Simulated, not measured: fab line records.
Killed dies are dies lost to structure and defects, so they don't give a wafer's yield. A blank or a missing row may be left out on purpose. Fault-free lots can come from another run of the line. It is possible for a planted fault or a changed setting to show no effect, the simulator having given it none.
A lot that was struck, set against a sound lot + flow n5 finfet + 23 out of 1938 route steps
Sound: these wafers, L665.1, L665.2, L665.4. Struck: wafers L655.1, L655.4 (left out: L655.6, a lot-mate that was not struck); the cause follows at the end.
Per side, at each step with rows, come the tool, then ch with its chambers, and then its first start. Under that, the readings that differ: sound wafers + struck wafers + difference of the means + sigmas: that difference in standard deviations of wafers without a fault.
alike: a reading whose means differ by less than 2 such deviations, as well as words and numbers matching on both sides. not compared: withheld readings; readings where some wafer has no value; bounds like >300 that might hide an equal value; numbers whose values overlap and for which the record gives no deviation.
Wherever a step has rows on one side only, a row that says differs or no value, or a row with sigmas, the two part there. When numbers do not overlap yet have no deviation, they are printed without sigmas and do not part them. Lack of a reading on every wafer of one side parts them only where that side has two or more wafers.

first, 9 steps without rows for these wafers: N5_BEOL_M8_SOFTBAKE_06 (time 60 s); N5_BEOL_M8_EXPOSE_08 (exposes mask M8); N5_BEOL_M8_PEB_09 (peb time 60 s); N5_BEOL_M8_DEVELOP_10 (develop time 30 s); N5_BEOL_M8_DESCUM_16 (chemistry O2, time 7.9 s); N5_BEOL_M8_ETCH_61 (etches SiARC in CF4, target depth 45.5 nm, time 75.8 s); N5_BEOL_M8_ETCH_62 (etches SOC in N2/H2, target depth 110 nm, overetch 22 nm, time 165 s); N5_BEOL_M8_STRIP_68 (strips in N2/H2); N5_BEOL_M8_STRIP_67 (strips in CF4).
N5_BEOL_M8_HM_OPEN_17: chemistry Cl2/BCl3, target TiN, target depth 20 nm, overetch 6 nm.
  sound on rie metal-03 ch 0,1, day 15 08:49; struck on rie metal-01 ch 1, day 13 20:18
  alike: drypump motor current A, oes product au, throttle valve pct
  not compared: rf hours counter h
then, 10 steps without rows for these wafers: N5_BEOL_M8_STRIP_19 (strips in O2); N5_BEOL_M8_COAT_63 (time 60 s, resist thk 60 nm); N5_BEOL_M8_COAT_64 (time 60 s, resist thk 12 nm); N5_BEOL_M8_COAT_71 (time 60 s, resist thk 5 nm); N5_BEOL_M8_COAT_22 (resist thk 30 nm); N5_BEOL_M8_EBR_24; N5_BEOL_M8_SOFTBAKE_23 (time 60 s); N5_BEOL_M8_EXPOSE_25 (exposes mask V7, target cd 40 nm); N5_BEOL_M8_PEB_26 (peb time 60 s); N5_BEOL_M8_DEVELOP_27 (develop time 30 s).
N5_BEOL_M8_INSPECT_30: inspects for defects (brightfield).
  sound: defect inspect-01 at day 15 10:53; struck: defect inspect-01 at day 13 21:56
| reading          | sound       | struck  | difference | sigmas |
|------------------|-------------|---------|------------|--------|
| raw defect count | 283 393 341 | 771 965 | +529       | +6     |
then, 1 step without rows for these wafers: N5_BEOL_M8_DESCUM_33 (chemistry O2, time 7 s).
-- record jumps: 3 days separate the struck wafers' starts on either side; left off in module BEOL_M8, taken up again in module PASSIVATION, whose first shown step is the route's number 1936 --
N5_PASSIVATION_PROBE_49:
  sound: prober-01 at day 18 11:27; struck: prober-01 at day 16 19:55
| reading               | sound       | struck  | difference | sigmas |
|-----------------------|-------------|---------|------------|--------|
| killed_at_M4_up       | 11 12 16    | 80 70   | +62        | +14    |
| killed at front end   | 56 50 53    | 35 16   | -28        | -2     |
| killed open           | 101 63 85   | 64 37   | -32        | -2     |
| sort_bin_6_memory (%) | 4.1 3.6 4.7 | 3.5 1.9 | -1.4       | -2     |
  alike: defect limited yield, killed_at_M0_to_M3, killed at contacts, killed at other, killed dies, killed on rim, killed short, sort_bin_4_leakage, sort_bin_5_function, sort n pass, sort yield pct

== WHERE THEY PART ==
Earliest at N5_BEOL_M8_INSPECT_30; latest, in this record, at N5_PASSIVATION_PROBE_49.

WHY: whatever the simulator had introduced
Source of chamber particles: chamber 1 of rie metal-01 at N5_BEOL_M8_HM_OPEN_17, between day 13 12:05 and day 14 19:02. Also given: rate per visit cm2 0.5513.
